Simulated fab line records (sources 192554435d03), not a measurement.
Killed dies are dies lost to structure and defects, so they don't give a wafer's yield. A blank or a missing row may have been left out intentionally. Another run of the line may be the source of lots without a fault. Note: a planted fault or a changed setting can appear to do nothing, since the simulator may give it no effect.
A lot that was struck, set against a sound lot	flow n5-finfet	37 steps out of a route of 1938
Sound: wafers L687.2, L687.4, L687.5. The struck wafers were L705.3, L705.5, L705.6. Last of all comes the cause.
Order at every step that has rows: each side's tool, ch and its chambers, its first start. Under that, the readings that differ: sound wafers	struck wafers	difference of the means	sigmas: that difference in standard deviations of wafers without a fault.
alike: a reading whose means differ by less than 2 such deviations, as well as words and numbers matching on both sides. not compared: withheld readings; readings where some wafer has no value; bounds like >300 that might hide an equal value; numbers whose values overlap and for which the record gives no deviation.
The two part at a step that has a row with sigmas, a row that says differs or no value, or rows on one side only. Numbers that don't overlap but have no deviation are shown without sigmas and don't part them. A reading missing from all wafers of one side parts the sides only when that side holds two or more wafers.

first, 9 steps without rows for these wafers: N5_BEOL_M4_ANNEAL_95 (time 240 s); N5_BEOL_M4_SPUTTER_96 (material Cu, target thk 4.5 nm, time 8.29 s); N5_BEOL_M4_ECD_50 (material Cu, target thk 300 nm); N5_BEOL_M4_ANNEAL_51 (time 90 s); N5_BEOL_M4_CMP_52 (polishes, stops on SiOC, t overpolish 6.8 s, target thk 40 nm); N5_BEOL_M4_PRE_CLEAN_60 (time 15 s); N5_BEOL_M4_CO_CAP_55 (material Co, precursor CCTBA/H2, target thk 2 nm, time 102.1 s); N5_BEOL_M4_PRE_CLEAN_56 (time 15 s); N5_BEOL_M4_DEP_57 (deposits SiCN from 3MS/NH3, target thk 8 nm, time 14 s).
N5_BEOL_M4_RC_MEAS_101:
  sound on prober-01 ch 0, day 7 17:47; struck on prober-01 ch 0, day 12 12:43
reading	sound	struck	difference	sigmas
IOFF_P (nA/um)	0.31 0.26 0.28	0.17 0.21 0.20	-0.09	-2
ION_P (uA/um)	476 475 474	454 453 457	-20	-3
SS_P (mV/dec)	74.3 73.8 73.4	71.9 72.8 72.4	-1.5	-2
  alike: DIBL_N, DIBL_P, IOFF_N, ION_N, SS_N, VT_N, VT_P
then, 24 steps without rows for these wafers: N5_BEOL_M5_ILD_DEP_00 (deposits SiCOH lowk from DEMS/porogen, target thk 140.64 nm, time 25.9 s); N5_BEOL_M5_CURE_79 (cures SiCOH lowk, time 240 s); N5_BEOL_M5_PECVD_70 (deposits SiO2 from TEOS/O2, target thk 16 nm, time 18 s); N5_BEOL_M5_HM_DEP_02 (deposits TiN, target thk 20 nm); N5_BEOL_M5_COAT_59 (time 60 s, resist thk 60 nm); N5_BEOL_M5_COAT_60 (time 60 s, resist thk 12 nm); N5_BEOL_M5_COAT_71 (time 60 s, resist thk 5 nm); N5_BEOL_M5_COAT_05 (resist thk 30 nm); N5_BEOL_M5_EBR_07; N5_BEOL_M5_SOFTBAKE_06 (time 60 s); N5_BEOL_M5_EXPOSE_08 (exposes mask M5, target cd 28 nm); N5_BEOL_M5_PEB_09 (peb time 60 s); N5_BEOL_M5_DEVELOP_10 (develop time 30 s); N5_BEOL_M5_DESCUM_16 (chemistry O2, time 7 s); N5_BEOL_M5_ETCH_72 (etches underlayer in N2/H2, target depth 6.5 nm, time 5.2 s); N5_BEOL_M5_ETCH_61 (etches SiARC in CF4, target depth 15.6 nm, time 26 s); N5_BEOL_M5_ETCH_62 (etches SOC in N2/H2, target depth 75 nm, overetch 15 nm, time 112.5 s); N5_BEOL_M5_STRIP_63 (strips in N2/H2); N5_BEOL_M5_STRIP_73 (strips in N2/H2); N5_BEOL_M5_STRIP_64 (strips in CF4); N5_BEOL_M5_HM_OPEN_17 (chemistry Cl2/BCl3, target TiN, target depth 20 nm, overetch 6 nm); N5_BEOL_M5_STRIP_19 (strips in O2); N5_BEOL_M5_COAT_65 (time 60 s, resist thk 60 nm); N5_BEOL_M5_COAT_66 (time 60 s, resist thk 12 nm).
N5_BEOL_M7_ETCH_65: etches SiARC in CF4, target depth 15.6 nm, time 26 s.
  sound on rie-diel-02 ch 0,2, day 8 23:27; struck on rie-diel-04 ch 1,2,3, day 13 11:49
  no value came back on the struck wafers for any of 10 readings (bias-w (W), cf4-flow-sccm (sccm) and others); on the sound wafers bias-w (W) reads 36.05 35.96 36.07
reading	sound	struck	difference	sigmas
model.CAR-EUV_of_BEOL_M7_COAT_22.thk-nm (nm)	11.2 11.2 11.2	20.4 20.4 20.4	+9.2	
  not compared: rf-hours-counter-h
N5_BEOL_M7_ETCH_66: etches SOC in N2/H2, target depth 80 nm, overetch 16 nm, time 120 s.
  sound on rie-diel-02 ch 0,2, day 8 23:29; struck on rie-diel-04 ch 1,2,3, day 13 11:51
reading	sound	struck	difference	sigmas
oes-product-au (a.u.)	0.54 0.68 0.53	0.35 0.26 0.27	-0.29	-5
  alike: bias-w, chamber-pressure-mTorr, drypump-motor-current-A, rf-fwd-power-W, rf-vpp-V, showerhead-plenum-p-Torr, throttle-valve-pct
  not compared: rf-hours-counter-h
-- record jumps: 3 days separate the struck wafers' starts on either side; left off in module BEOL_M7, taken up again in module PASSIVATION, whose first shown step is the route's number 1936 --
N5_PASSIVATION_PROBE_49:
  only the struck wafers here have rows in the record (prober-02, day 16 22:05); the sound ones have none

## WHERE THEY PART
At N5_BEOL_M4_RC_MEAS_101 first; at N5_PASSIVATION_PROBE_49 last (within this record only).

WHY: what the simulator had put in
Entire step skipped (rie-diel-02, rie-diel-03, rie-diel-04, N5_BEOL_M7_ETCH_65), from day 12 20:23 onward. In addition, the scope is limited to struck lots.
